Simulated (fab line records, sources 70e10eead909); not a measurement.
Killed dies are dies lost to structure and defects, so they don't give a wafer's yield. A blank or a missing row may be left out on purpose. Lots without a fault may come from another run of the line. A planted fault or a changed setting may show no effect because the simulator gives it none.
fab line records | flow nand_harc
record lots=24 wafers=72 last_day=33
route steps=1302 shown P_ZERO_WELL@19 P_STI@85 P_CONTACT@218
lots that met no fault: from a run of the same line without faults
start_h: hours from the record's first day to the start of the lot's first wafer shown | wait_h: hours since the lot's step before | " the same as in the row above | L1.1+2: a row that stands for several wafers | - no value, or no start given | * or withheld: withheld | < > ~ a bound
route shown NAME@n: a module of which the file shows steps, and the number in the route of the first | usual: mean/standard deviation of fault-free wafers | same: alike in all rows | chamber/n: place in a boat | sites: the reading at each site | _std_site: their standard deviation | _edge_site: outer sites' mean less inner sites' | radius_mm: how far each site lies from the wafer's centre | mask NAME#n: copy n | behind: the tool/chamber that last shaped the wafer | hold: why the lot was held/for how many hours/how that ended | device: the transistor (n, p or np) that didn't switch | end of line: the same wafers' tests at the end of the route | a step without rows: its recipe alone | killed: dies lost to structure and defects at the first sort, not the wafer's yield | map: a wafer's dies, x killed, . not, _ none there
set.NAME: the setting as run; set.NAME@STEP: as run at that earlier step | model.NAME: the simulator's own value behind a step, which no gauge read
steps of the route over a sample of lots; a table a step, a row a wafer
services: from which hour (start_h, from the record's first day; less than 0 if before it) a tool's chamber was out of use, for how many hours, and why
## steps
# step NHARC_P_ZERO_WELL_ETCH_63
# recipe target_depth_a=1200 time_s=40.1 hbr_flow_sccm=150 cl2_flow_sccm=50 rf_w=400 icp_w=400 bias_w=100 chemistry=HBr/Cl2
# usual drypump_motor_current_A=5.9/0.58 hbr_flow_sccm=150.1/0.43 oes_product_au=1.001/0.0069 rf_fwd_power_W=394.6/2 throttle_valve_pct=26.405/0.01
# columns lot.wafer tool chamber start_h wait_h drypump_motor_current_A hbr_flow_sccm oes_product_au rf_fwd_power_W rf_hours_counter_h throttle_valve_pct
L074.1 rie_si-04 0 21.55 - 6.6 149.3 1.009 394.1 0.1 26.391
L074.5 " 2 " " 5.2 150.2 1.012 394.3 - 26.396
L074.6 " 3 " " 6.2 150.4 1.005 394.6 - 26.393
L075.2 rie_si-05 0 32.57 - 6.4 149.7 0.998 395.1 0.6 26.410
L075.3 " 1 " " 6.2 150.1 0.994 394.2 0.5 26.417
L075.6 " 1 " " 6.2 149.9 0.987 391.1 - 26.408
L076.2 rie_si-04 0 41.66 - 6.6 150.0 1.008 399.3 0.2 26.422
L076.4 " 2 " " 5.2 149.9 0.997 396.9 0.3 26.401
L076.6 " 0 " " 6.7 150.3 0.996 397.1 - 26.411
L077.1 rie_si-05 3 51.55 - 5.2 150.3 0.996 393.4 0.6 26.412
L077.6 " 1 " " 6.2 150.9 0.989 390.6 - 26.412
L077.5 " 2 " " 6.1 149.7 0.988 396.4 - 26.394
L078.1 rie_si-04 0 61.56 - 6.6 150.5 1.004 394.9 0.4 26.403
L078.4 " 2 " " 5.2 150.9 1.000 393.7 0.4 26.415
L078.5 " 0 " " 6.6 149.8 1.008 394.2 - 26.393
L079.3 rie_si-05 2 71.69 - 6.1 150.1 1.002 397.1 0.8 26.405
L079.1 " 0 " " 6.4 149.9 1.005 393.3 0.9 26.393
L079.6 " 3 " " 5.2 150.9 1.009 394.5 - 26.401
L080.2 rie_si-04 1 81.65 - 6.5 150.4 0.999 395.0 0.4 26.418
L080.1 " 0 " " 6.6 149.9 1.009 395.2 0.5 26.392
L080.6 " 2 " " 5.1 149.6 1.005 393.7 - 26.394
L081.3 rie_si-05 0 91.54 - 6.4 150.1 1.003 394.9 1.0 26.412
L081.4 " 2 " " 6.1 149.3 0.997 396.0 1.0 26.412
L081.1 " 3 " " 5.2 150.1 0.997 393.5 1.1 26.385
L082.3 rie_si-03 2 101.67 - 5.8 149.1 0.985 391.3 0.2 26.409
L082.2 " 3 " " 5.4 150.1 0.997 395.4 0.2 26.388
L082.1 " 0 " " 4.9 149.7 0.996 395.7 0.2 26.400
L083.3 rie_si-05 0 111.67 - 6.4 151.4 1.012 392.3 1.1 26.386
L083.4 " 1 " " 6.2 149.7 1.005 394.2 1.0 26.408
L083.5 " 0 " " 6.4 150.4 1.014 393.3 - 26.392
L084.2 rie_si-04 0 121.60 - 6.6 150.4 1.004 396.0 0.8 26.410
L084.3 " 1 " " 6.4 149.6 1.006 397.6 0.6 26.422
L084.6 " 2 " " 5.1 149.9 1.005 395.8 - 26.402
L085.1 rie_si-03 1 131.57 - 5.3 149.9 0.990 397.6 0.4 26.412
L085.6 " 1 " " 5.3 150.5 1.005 395.1 - 26.408
L085.4 " 3 " " 5.4 150.2 1.000 393.3 - 26.415
L086.4 rie_si-03 1 141.68 - 5.3 150.0 1.008 395.5 0.5 26.390
L086.1 " 3 " " 5.3 150.5 1.006 393.1 0.4 26.405
L086.5 " 2 " " 5.8 150.1 1.001 392.1 - 26.392
L087.2 rie_si-04 3 151.86 - 6.2 150.7 1.007 396.1 1.2 26.395
L087.4 " 1 " " 6.4 150.4 1.010 396.9 0.9 26.407
L087.5 " 3 " " 6.2 150.3 1.008 393.3 - 26.412
L088.1 rie_si-05 1 161.58 - 6.2 150.3 0.999 392.9 0.1 26.393
L088.6 " 2 " " 6.1 150.5 0.998 395.6 - 26.403
L088.5 " 3 " " 5.2 150.5 0.995 394.0 - 26.402
L089.4 rie_si-05 1 171.70 - 6.3 149.7 1.001 393.3 0.2 26.413
L089.3 " 2 " " 6.1 150.1 0.999 397.7 0.2 26.409
L089.5 " 3 " " 5.2 150.1 0.994 393.0 - 26.414
L090.1 rie_si-04 1 181.68 - 6.5 150.0 0.996 395.4 0.0 26.419
L090.5 " 1 " " 6.4 149.8 0.994 396.0 - 26.411
L090.6 " 2 " " 5.1 149.5 0.991 394.6 - 26.406
L091.4 rie_si-03 3 191.91 - 5.4 150.0 0.996 394.7 0.8 26.406
L091.3 " 0 " " 5.0 150.7 0.998 396.3 0.7 26.400
L091.1 " 1 " " 5.3 149.8 0.992 394.3 0.9 26.421
L092.2 rie_si-04 3 201.65 - 6.1 149.9 1.000 395.4 0.1 26.400
L092.1 " 1 " " 6.5 149.2 0.998 395.6 0.1 26.403
L092.4 " 2 " " 5.1 150.1 0.992 394.8 0.1 26.409
L093.2 rie_si-05 1 212.27 - 6.3 150.1 0.999 392.1 0.4 26.422
L093.3 " 2 " " 6.1 150.5 1.003 397.7 0.4 26.410
L093.4 " 3 " " 5.2 149.8 0.992 392.4 0.4 26.412
L094.3 rie_si-04 3 221.77 - 6.2 150.1 1.004 392.7 0.2 26.392
L094.5 " 0 " " 6.6 150.8 1.013 395.6 - 26.401
L094.6 " 1 " " 6.4 149.7 1.002 396.7 - 26.411
L095.4 rie_si-03 0 231.65 - 5.0 150.3 0.998 396.7 0.0 26.393
L095.3 " 1 " " 5.3 149.8 0.990 396.8 0.0 26.402
L095.1 " 3 " " 5.3 150.0 0.998 392.6 0.0 26.437
L096.4 rie_si-04 3 241.70 - 6.2 149.9 1.011 392.3 0.4 26.413
L096.5 " 1 " " 6.5 150.0 1.007 397.8 - 26.411
L096.6 " 2 " " 5.1 150.4 1.004 394.4 - 26.409
L097.1 rie_si-03 3 251.55 - 5.3 149.7 0.987 396.8 0.1 26.403
L097.4 " 0 " " 4.9 150.4 1.004 396.5 0.2 26.414
L097.6 " 2 " " 5.8 150.5 0.997 393.2 - 26.412
# step NHARC_P_STI_INSPECT_11
# usual raw_defect_count=6/3.2
# columns lot.wafer tool chamber start_h wait_h raw_defect_count
L074.1 defect_inspect-02 - 49.75 0.0 12
L074.5 " - " " 11
L074.6 " - " " 6
L075.2 defect_inspect-02 - 56.19 0.0 4
L075.3 " - " " 10
L075.6 " - " " 8
L076.2 defect_inspect-01 - 63.81 0.0 13
L076.4 " - " " 5
L076.6 " - " " 5
L077.1 defect_inspect-01 - 74.76 0.0 3
L077.5 " - " " 2
L077.6 " - " " 3
L078.1 defect_inspect-02 - 82.30 0.0 3
L078.4 " - " " 2
L078.5 " - " " 2
L079.1 defect_inspect-02 - 94.63 0.0 10
L079.3 " - " " 2
L079.6 " - " " 4
L080.1 defect_inspect-01 - 102.58 0.0 9
L080.2 " - " " 8
L080.6 " - " " 5
L081.1 defect_inspect-01 - 114.88 0.0 5
L081.3 " - " " 5
L081.4 " - " " 3
L082.1 defect_inspect-01 - 124.50 0.0 6
L082.2 " - " " 5
L082.3 " - " " 9
L083.3 defect_inspect-02 - 133.27 0.0 1
L083.4 " - " " 6
L083.5 " - " " 6
L084.2 defect_inspect-02 - 142.94 0.0 14
L084.3 " - " " 9
L084.6 " - " " 5
L085.1 defect_inspect-01 - 153.95 0.0 6
L085.4 " - " " 7
L085.6 " - " " 4
L086.1 defect_inspect-01 - 163.30 0.0 5
L086.4 " - " " 10
L086.5 " - " " 10
L087.2 defect_inspect-02 - 173.96 0.0 5
L087.4 " - " " 5
L087.5 " - " " 12
L088.1 defect_inspect-02 - 184.69 0.0 5
L088.5 " - " " 2
L088.6 " - " " 6
L089.3 defect_inspect-02 - 193.22 0.0 8
L089.4 " - " " 4
L089.5 " - " " 6
L090.1 defect_inspect-02 - 202.93 0.0 9
L090.5 " - " " 5
L090.6 " - " " 9
L091.1 defect_inspect-01 - 212.84 0.0 12
L091.3 " - " " 11
L091.4 " - " " 11
L092.1 defect_inspect-02 - 222.25 0.0 11
L092.2 " - " " 3
L092.4 " - " " 7
L093.2 defect_inspect-01 - 233.19 0.0 8
L093.3 " - " " 6
L093.4 " - " " 6
L094.3 defect_inspect-02 - 247.21 0.0 6
L094.5 " - " " 14
L094.6 " - " " 10
L095.1 defect_inspect-01 - 254.64 0.0 7
L095.3 " - " " 7
L095.4 " - " " 14
L096.4 defect_inspect-02 - 263.07 0.0 4
L096.5 " - " " 4
L096.6 " - " " 9
L097.1 defect_inspect-01 - 273.63 0.0 4
L097.4 " - " " 2
L097.6 " - " " 6
# step NHARC_P_STI_ETCH_42
# recipe target_depth_a=800 overetch_a=240 time_s=61 ion_energy_ev=200 n2_flow_sccm=150 h2_flow_sccm=150 ar_flow_sccm=0 rf_w=400 bias_w=150 chemistry=N2/H2
# usual drypump_motor_current_A=5.7/0.52 oes_product_au=0.999/0.0081 rf_fwd_power_W=396.0/2 rf_vpp_V=431.5/2.4 showerhead_plenum_p_Torr=2.08/0.079 throttle_valve_pct=14.171/0.009
# columns lot.wafer tool chamber start_h wait_h drypump_motor_current_A oes_product_au rf_fwd_power_W rf_hours_counter_h rf_vpp_V showerhead_plenum_p_Torr throttle_valve_pct
L074.1 rie_diel-04 0 49.97 0.1 5.6 1.004 397.4 2 428.5 1.99 14.182
L074.6 " 0 " " 5.6 1.003 398.4 - 429.8 1.99 14.172
L074.5 " 1 " " 5.9 1.000 395.4 - 435.4 2.19 14.175
L075.3 rie_diel-11 1 56.42 0.1 4.9 0.991 398.2 7 430.1 2.03 14.176
L075.2 " 3 " " 6.4 1.009 396.3 8 429.0 1.94 14.166
L075.6 " 0 " " 5.3 0.999 395.1 - 434.6 2.15 14.185
L076.4 rie_diel-04 0 64.03 0.1 5.6 1.001 397.8 2 430.4 1.99 14.169
L076.2 " 2 " " 5.7 0.989 396.5 2 427.7 1.97 14.168
L076.6 " 1 " " 5.9 0.989 396.6 - 434.4 2.19 14.164
L077.1 rie_diel-10 2 74.99 0.1 6.5 0.992 396.1 0 431.9 2.10 14.177
L077.5 " 0 " " 6.4 1.005 392.3 - 431.2 2.09 14.172
L077.6 " 1 " " 5.1 0.995 395.5 - 432.7 2.14 14.177
L078.1 rie_diel-10 3 82.52 0.1 5.0 1.013 397.6 2 435.2 2.18 14.181
L078.4 " 0 " " 6.4 1.012 392.8 2 433.3 2.09 14.181
L078.5 " 3 " " 5.0 1.008 397.0 - 433.3 2.18 14.181
L079.3 rie_diel-11 2 94.86 0.1 6.5 1.001 392.6 0 431.0 2.11 14.178
L079.1 " 3 " " 6.4 0.992 396.7 0 427.5 1.94 14.171
L079.6 " 1 " " 4.9 0.990 401.1 - 430.4 2.03 14.161
L080.1 rie_diel-04 2 102.80 0.1 5.7 0.995 396.8 4 427.7 1.97 14.163
L080.2 " 0 " " 5.7 0.994 397.5 4 427.4 1.99 14.183
L080.6 " 1 " " 5.9 0.998 396.4 - 435.0 2.19 14.166
L081.1 rie_diel-11 2 115.10 0.1 6.5 0.996 393.8 1 432.0 2.11 14.162
L081.3 " 3 " " 6.4 0.987 394.2 1 427.4 1.94 14.169
L081.4 " 1 " " 4.9 0.996 398.3 1 429.8 2.03 14.169
L082.3 rie_diel-04 2 124.73 0.1 5.7 0.988 397.3 6 429.2 1.97 14.164
L082.1 " 3 " " 5.4 1.005 395.2 6 432.0 2.09 14.163
L082.2 " 1 " " 5.9 0.984 397.8 6 433.9 2.19 14.178
L083.4 rie_diel-04 0 133.49 0.1 5.6 0.985 396.8 6 429.0 1.99 14.173
L083.3 " 1 " " 5.9 0.996 396.3 6 433.9 2.19 14.189
L083.5 " 3 " " 5.4 1.003 396.2 - 431.8 2.09 14.181
L084.2 rie_diel-11 1 143.16 0.1 4.9 0.999 397.1 2 431.3 2.03 14.166
L084.3 " 3 " " 6.3 0.994 396.5 3 426.6 1.94 14.169
L084.6 " 0 " " 5.3 1.006 394.8 - 433.7 2.15 14.170
L085.1 rie_diel-04 3 154.17 0.1 5.4 1.005 395.9 7 433.0 2.09 14.165
L085.4 " 2 " " 5.7 0.996 397.6 7 428.6 1.97 14.158
L085.6 " 3 " " 5.4 1.005 396.6 - 432.4 2.09 14.178
L086.1 rie_diel-10 0 163.52 0.1 6.4 1.011 390.7 9 430.9 2.09 14.180
L086.4 " 2 " " 6.4 1.016 397.6 8 432.8 2.10 14.181
L086.5 " 3 " " 5.0 1.003 398.2 - 433.8 2.17 14.176
L087.2 rie_diel-04 3 174.18 0.1 5.4 0.997 394.7 8 432.0 2.09 14.172
L087.4 " 2 " " 5.7 0.989 396.4 8 428.8 1.97 14.157
L087.5 " 3 " " 5.4 1.001 394.6 - 432.8 2.09 14.171
L088.1 rie_diel-10 0 184.92 0.1 6.4 1.004 392.0 11 431.4 2.09 14.163
L088.6 " 0 " " 6.4 1.008 391.9 - 431.3 2.09 14.175
L088.5 " 1 " " 5.1 0.999 397.2 - 433.5 2.13 14.160
L089.3 rie_diel-04 3 193.58 0.2 5.4 0.994 397.9 1 431.4 2.09 14.168
L089.5 " 3 " " 5.4 0.993 397.5 - 430.6 2.09 14.151
L089.4 " 1 " " 5.9 0.989 395.9 - 435.3 2.19 14.171
L090.1 rie_diel-11 3 203.17 0.1 6.3 0.992 396.8 6 425.9 1.94 14.172
L090.6 " 0 " " 5.3 0.998 392.8 - 433.3 2.15 14.187
L090.5 " 1 " " 4.9 1.005 396.8 - 431.0 2.03 14.155
L091.3 rie_diel-11 2 213.06 0.1 6.5 0.995 392.9 6 431.6 2.11 14.158
L091.4 " 3 " " 6.4 0.991 396.8 6 428.2 1.94 14.173
L091.1 " 0 " " 5.3 1.001 394.4 7 433.2 2.15 14.185
L092.4 rie_diel-10 3 222.48 0.1 5.0 1.018 397.6 16 433.5 2.17 14.171
L092.1 " 0 " " 6.4 1.005 393.1 15 432.3 2.09 14.171
L092.2 " 1 " " 5.1 1.005 396.4 15 434.3 2.13 14.176
L093.3 rie_diel-04 0 233.41 0.1 5.6 0.994 397.1 2 429.0 1.99 14.178
L093.4 " 2 " " 5.7 0.999 396.3 2 428.4 1.97 14.178
L093.2 " 3 " " 5.4 0.988 393.8 3 432.7 2.09 14.167
L094.3 rie_diel-04 2 247.45 0.1 5.7 0.997 398.3 3 428.9 1.97 14.156
L094.5 " 3 " " 5.4 0.989 395.8 - 431.1 2.09 14.168
L094.6 " 0 " " 5.6 0.986 397.6 - 428.7 1.99 14.188
L095.3 rie_diel-11 0 254.86 0.1 5.3 1.001 393.4 10 433.3 2.15 14.172
L095.1 " 1 " " 4.9 0.999 396.8 9 430.1 2.03 14.158
L095.4 " 3 " " 6.4 1.006 397.0 9 427.7 1.94 14.171
L096.4 rie_diel-04 1 263.33 0.1 5.9 0.986 394.1 4 433.8 2.19 14.175
L096.5 " 1 " " 5.9 0.992 393.1 - 436.5 2.19 14.162
L096.6 " 2 " " 5.7 0.995 397.0 - 428.9 1.97 14.186
L097.1 rie_diel-10 2 273.85 0.1 6.5 1.002 396.9 2 433.0 2.10 14.167
L097.4 " 0 " " 6.4 0.986 393.8 2 432.1 2.08 14.177
L097.6 " 2 " " 6.5 0.993 399.1 - 431.8 2.10 14.164
# step NHARC_P_STI_OCD_MEAS_43
# usual trench_depth_nm=301.2/2.8 trench_foot_cd_nm=157.6/1.7
# columns lot.wafer tool chamber start_h wait_h trench_depth_nm trench_foot_cd_nm
L074.1 ocd-01 - 50.92 - 300.1 157.0
L074.5 " - " " 301.0 156.3
L074.6 " - " " 299.5 156.9
L075.2 ocd-02 - 57.36 - 295.1 158.0
L075.3 " - " " 297.7 158.2
L075.6 " - " " 295.0 159.4
L076.2 ocd-01 - 64.98 - 302.7 161.1
L076.4 " - " " 301.4 160.5
L076.6 " - " " 297.1 161.5
L077.1 ocd-01 - 75.92 - 304.5 158.7
L077.5 " - " " 303.8 156.0
L077.6 " - " " 304.0 156.2
L078.1 ocd-01 - 83.49 - 302.3 155.0
L078.4 " - " " 300.1 158.0
L078.5 " - " " 302.8 155.9
L079.1 ocd-01 - 95.80 - 298.5 158.6
L079.3 " - " " 303.1 157.3
L079.6 " - " " 300.6 156.6
L080.1 ocd-01 - 103.86 - 303.8 156.5
L080.2 " - " " 302.4 156.1
L080.6 " - " " 304.6 157.8
L081.1 ocd-01 - 116.07 - 301.5 158.7
L081.3 " - " " 303.3 158.9
L081.4 " - " " 304.7 160.4
L082.1 ocd-02 - 125.70 - 302.0 157.5
L082.2 " - " " 307.2 158.6
L082.3 " - " " 302.9 157.5
L083.3 ocd-01 - 134.45 - 301.1 160.3
L083.4 " - " " 303.6 159.9
L083.5 " - " " 304.9 157.1
L084.2 ocd-01 - 144.14 - 305.5 158.3
L084.3 " - " " 302.9 161.7
L084.6 " - " " 304.0 157.8
L085.1 ocd-01 - 155.15 - 300.2 156.8
L085.4 " - " " 301.7 155.7
L085.6 " - " " 302.0 157.9
L086.1 ocd-02 - 164.46 - 301.0 157.3
L086.4 " - " " 299.0 156.6
L086.5 " - " " 298.6 158.1
L087.2 ocd-02 - 175.13 - 305.0 158.5
L087.4 " - " " 300.0 156.2
L087.5 " - " " 300.3 155.8
L088.1 ocd-02 - 185.89 - 301.2 160.8
L088.5 " - " " 299.0 159.7
L088.6 " - " " 300.7 158.6
L089.3 ocd-01 - 194.54 - 305.2 158.1
L089.4 " - " " 301.1 158.6
L089.5 " - " " 304.2 161.3
L090.1 ocd-02 - 204.10 - 297.0 159.1
L090.5 " - " " 295.3 157.4
L090.6 " - " " 296.9 159.1
L091.1 ocd-01 - 214.00 - 298.1 158.7
L091.3 " - " " 300.9 158.1
L091.4 " - " " 301.7 157.7
L092.1 ocd-02 - 223.44 - 302.7 157.7
L092.2 " - " " 304.4 157.9
L092.4 " - " " 297.7 158.8
L093.2 ocd-01 - 234.35 - 300.7 157.1
L093.3 " - " " 304.0 156.1
L093.4 " - " " 303.7 155.9
L094.3 ocd-02 - 248.41 - 304.8 152.5
L094.5 " - " " 302.2 155.7
L094.6 " - " " 299.8 154.3
L095.1 ocd-01 - 255.80 - 300.0 156.4
L095.3 " - " " 301.3 157.0
L095.4 " - " " 294.0 158.0
L096.4 ocd-02 - 264.32 - 296.5 156.5
L096.5 " - " " 301.3 158.3
L096.6 " - " " 299.5 155.6
L097.1 ocd-02 - 274.80 - 298.4 160.2
L097.4 " - " " 301.9 156.3
L097.6 " - " " 299.4 158.9
# step NHARC_P_CONTACT_DEP_00
# recipe target_thk_a=5000 temp_c=400 pressure_torr=6.5 rf_w=900 teos_flow_sccm=161.4 flow_sccm=2650 target_thk_nm=500 gas=O2 material=SiO2
# usual heater_power_w=557/89 rf_fwd_power_W=897.7/2.9 showerhead_vpp_V=1874/72 throttle_valve_pct=15.8/0.76
# columns lot.wafer tool chamber start_h wait_h heater_power_w rf_fwd_power_W showerhead_vpp_V throttle_valve_pct
L074.1 pecvd-01 1 - - 494 896.0 1924 16.9
L074.5 " 1 " " 525 896.3 1930 17.0
L074.6 " 0 " " 481 897.6 1941 16.6
L075.3 pecvd-03 2 - - 543 893.6 1736 16.1
L075.2 " 1 " " 558 894.2 1863 16.2
L075.6 " 2 " " 584 898.5 1757 16.4
L076.2 pecvd-04 0 - - 561 893.7 1749 16.0
L076.6 " 2 " " 686 899.2 1824 16.8
L076.4 " 1 " " 659 899.4 1859 14.9
L077.1 pecvd-03 0 - - 614 896.9 1936 15.9
L077.5 " 0 " " 659 895.9 1932 15.9
L077.6 " 2 " " 620 895.8 1760 16.1
L078.1 pecvd-04 0 - - 550 895.3 1776 16.2
L078.5 " 2 " " 757 897.0 1835 16.5
L078.4 " 1 " " 669 899.1 1866 14.8
L079.1 pecvd-01 2 168.46 0.3 507 899.1 1853 14.3
L079.3 " 1 " " 516 895.5 1979 16.4
L079.6 " 2 " " 391 895.8 1857 14.2
L080.1 pecvd-01 0 - - 474 896.0 1951 16.0
L080.2 " 1 " " 508 898.2 1957 16.2
L080.6 " 0 " " 480 899.6 1921 16.1
L081.3 pecvd-01 1 - - 543 903.9 1924 16.3
L081.1 " 2 " " 475 900.7 1858 14.3
L081.4 " 0 " " 444 897.4 1925 16.2
L082.3 pecvd-04 0 - - 629 890.9 1785 16.2
L082.2 " 1 " " 680 897.0 1841 15.0
L082.1 " 2 " " 764 896.9 1836 16.8
L083.3 pecvd-01 2 - - 465 904.6 1888 14.5
L083.4 " 1 " " 597 896.9 1960 16.5
L083.5 " 2 " " 496 898.3 1849 14.3
L084.3 pecvd-01 2 - - 506 903.9 1874 14.6
L084.2 " 1 " " 533 896.2 1939 16.1
L084.6 " 2 " " 525 903.2 1875 14.3
L085.1 pecvd-03 1 - - 617 897.2 1884 15.6
L085.6 " 0 " " 571 896.2 2008 15.4
L085.4 " 1 " " 453 888.3 1904 15.7
L086.1 pecvd-04 1 - - 665 897.2 1826 15.1
L086.5 " 2 " " 750 898.8 1814 16.7
L086.4 " 0 " " 620 894.4 1787 15.9
L087.2 pecvd-03 0 - - 553 896.8 1960 15.4
L087.5 " 1 " " 513 899.5 1910 15.8
L087.4 " 2 " " 636 901.6 1766 15.7
L089.3 pecvd-04 2 - - 743 892.5 1848 16.8
L089.4 " 1 " " 515 898.9 1836 15.0
L089.5 " 0 " " 616 897.6 1763 16.1
L088.1 pecvd-03 2 - - 636 899.5 1750 15.7
L088.5 " 2 " " 671 903.5 1732 15.7
L088.6 " 0 " " 621 900.4 1948 15.3
L090.1 pecvd-01 2 - - 501 900.5 1870 14.4
L090.6 " 0 " " 367 902.4 1880 16.5
L090.5 " 1 " " 588 898.2 1954 16.3
L091.3 pecvd-03 0 - - 560 898.5 1953 15.4
L091.1 " 1 " " 552 898.7 1902 15.4
L091.4 " 1 " " 572 892.9 1945 15.7
L092.2 pecvd-01 0 - - 422 896.1 1907 16.5
L092.1 " 2 " " 400 898.6 1887 14.5
L092.4 " 1 " " 585 898.8 1985 16.2
L093.2 pecvd-03 1 - - 566 898.4 1857 16.0
L093.3 " 2 " " 557 896.1 1748 15.9
L093.4 " 0 " " 688 897.9 1962 15.4
L094.3 pecvd-03 1 - - 528 900.3 1884 15.8
L094.6 " 1 " " 547 901.0 1915 15.6
L094.5 " 0 " " 616 897.5 1951 15.2
L095.3 pecvd-04 0 - - 522 893.8 1769 15.7
L095.1 " 2 " " 701 895.3 1845 17.0
L095.4 " 1 " " 554 893.4 1877 15.2
L096.6 pecvd-01 1 - - 484 895.2 1964 16.7
L096.5 " 2 " " 378 898.8 1900 14.4
L096.4 " 0 " " 439 901.3 1920 16.0
L097.1 pecvd-01 1 - - 521 897.7 1943 16.9
L097.6 " 1 " " 548 898.2 1947 16.8
L097.4 " 0 " " 472 893.5 1890 16.1
# step NHARC_P_CONTACT_ETCH_18
# recipe target_depth_a=4810 time_s=240.5 c4f8_flow_sccm=20 o2_flow_sccm=10 ar_flow_sccm=withheld rf_w=600 bias_w=1500 chemistry=C4F8/O2/Ar
# usual oes_product_au=0.959/0.019 rf_fwd_power_W=598.3/1.7 rf_vpp_V=982/4.3
# columns lot.wafer tool chamber start_h wait_h oes_product_au rf_fwd_power_W rf_hours_counter_h rf_vpp_V
L074.1 rie_diel-03 3 - - 0.977 598.3 0.5 982
L074.6 " 3 " " 0.978 597.7 - 983
L074.5 " 0 " " 0.976 597.3 - 987
L075.3 rie_diel-08 2 - - 0.978 599.9 5.6 983
L075.2 " 0 " " 0.970 599.1 6.2 982
L075.6 " 1 " " 0.972 595.8 - 976
L076.2 rie_diel-08 2 - - 0.960 598.0 6.5 982
L076.4 " 3 " " 0.969 597.2 7.3 977
L076.6 " 0 " " 0.993 595.7 - 984
L077.1 rie_diel-08 2 - - 0.925 600.2 7.0 982
L077.6 " 1 " " 0.928 600.1 - 976
L077.5 " 0 " " 0.926 596.8 - 981
L078.4 rie_diel-03 3 - - 0.958 598.9 1.2 982
L078.1 " 1 " " 0.941 595.5 1.1 981
L078.5 " 3 " " 0.963 597.4 - 983
L079.3 rie_diel-03 3 - - 0.961 596.5 2.0 982
L079.1 " 0 " " 0.983 599.1 1.9 987
L079.6 " 0 " " 0.972 598.7 - 987
L080.2 rie_diel-07 0 - - 0.919 599.5 1.2 985
L080.1 " 3 " " 0.928 599.7 1.2 976
L080.6 " 0 " " 0.934 600.9 - 986
L081.4 rie_diel-07 0 - - 0.967 598.2 2.0 986
L081.1 " 1 " " 0.958 596.4 2.0 988
L081.3 " 2 " " 0.954 596.9 1.7 974
L082.2 rie_diel-03 0 - - 0.987 597.8 2.9 988
L082.3 " 1 " " 0.967 599.9 2.4 981
L082.1 " 2 " " 0.955 598.6 2.3 984
L083.4 rie_diel-03 2 - - 0.964 597.9 2.5 987
L083.3 " 0 " " 0.982 599.4 3.4 987
L083.5 " 1 " " 0.962 598.4 - 981
L084.3 rie_diel-03 1 - - 0.945 597.9 3.3 980
L084.2 " 3 " " 0.953 600.8 3.5 983
L084.6 " 1 " " 0.952 597.4 - 979
L085.4 rie_diel-07 1 - - 0.959 597.1 2.8 989
L085.1 " 2 " " 0.974 598.8 2.7 975
L085.6 " 3 " " 0.963 599.3 - 977
L086.1 rie_diel-07 3 - - 0.983 599.5 3.1 976
L086.4 " 2 " " 0.959 597.8 3.0 975
L086.5 " 3 " " 0.974 598.1 - 978
L087.2 rie_diel-03 3 - - 0.934 599.7 4.4 982
L087.4 " 0 " " 0.927 602.4 4.6 987
L087.5 " 3 " " 0.919 595.6 - 983
L089.4 rie_diel-08 1 - - 0.985 595.5 3.6 976
L089.3 " 3 " " 0.959 596.6 2.6 979
L089.5 " 1 " " 0.978 596.7 - 976
L088.1 rie_diel-03 1 - - 0.966 601.8 4.6 978
L088.5 " 2 " " 0.961 596.4 - 987
L088.6 " 3 " " 0.949 597.8 - 981
L090.1 rie_diel-08 2 - - 0.932 600.9 3.5 983
L090.5 " 1 " " 0.922 598.9 - 975
L090.6 " 2 " " 0.922 600.7 - 983
L091.4 rie_diel-07 3 - - 0.971 597.2 4.2 976
L091.1 " 0 " " 0.969 597.2 4.2 986
L091.3 " 2 " " 0.968 598.4 4.2 975
L092.1 rie_diel-03 0 - - 0.963 595.7 0.3 987
L092.4 " 1 " " 0.957 596.6 0.3 980
L092.2 " 3 " " 0.988 601.1 0.2 982
L093.3 rie_diel-07 1 - - 0.961 597.8 0.3 988
L093.2 " 3 " " 0.971 600.3 0.2 976
L093.4 " 0 " " 0.967 598.7 0.3 985
L094.3 rie_diel-07 2 - - 0.978 596.7 0.7 975
L094.5 " 1 " " 0.978 598.7 - 987
L094.6 " 2 " " 0.983 599.4 - 974
L095.1 rie_diel-03 2 - - 0.952 598.8 0.7 985
L095.4 " 3 " " 0.933 600.6 0.5 982
L095.3 " 0 " " 0.943 597.9 1.1 988
L096.4 rie_diel-08 1 - - 0.982 599.3 6.7 975
L096.5 " 0 " " 0.976 599.0 - 980
L096.6 " 1 " " 0.975 597.3 - 976
L097.4 rie_diel-08 3 - - 0.939 594.0 6.4 977
L097.1 " 0 " " 0.938 594.1 7.1 981
L097.6 " 0 " " 0.939 599.2 - 980
## services
# columns tool chamber start_h hours kind
rie_diel-04 - 0.90 9.0 pm
pecvd-03 - 4.07 13.0 pm
rie_diel-04 1 14.09 4.3 repair
rie_si-05 2 29.85 4.8 repair
pecvd-03 - 31.69 1.6 repair
rie_si-05 0 43.12 1.5 repair
pecvd-03 - 48.54 5.3 repair
rie_diel-03 - 104.30 9.0 pm
rie_si-05 - 128.00 9.0 pm
pecvd-01 - 130.09 13.0 pm
pecvd-01 0 147.14 23.7 repair
rie_si-04 - 165.00 9.0 pm
rie_diel-04 0 177.67 24.1 repair
rie_diel-04 - 177.90 9.0 pm
rie_si-04 2 187.53 7.7 repair
rie_diel-04 - 279.04 0.5 repair
rie_diel-03 - 281.30 9.0 pm
rie_diel-04 2 293.35 1.4 repair
rie_diel-04 2 309.20 31.1 repair
rie_diel-03 3 310.63 6.9 repair
pecvd-01 - 311.32 13.0 pm
rie_si-04 3 318.04 5.5 repair
rie_diel-04 3 327.38 4.0 repair
rie_si-04 - 342.00 9.0 pm
## key
fault none
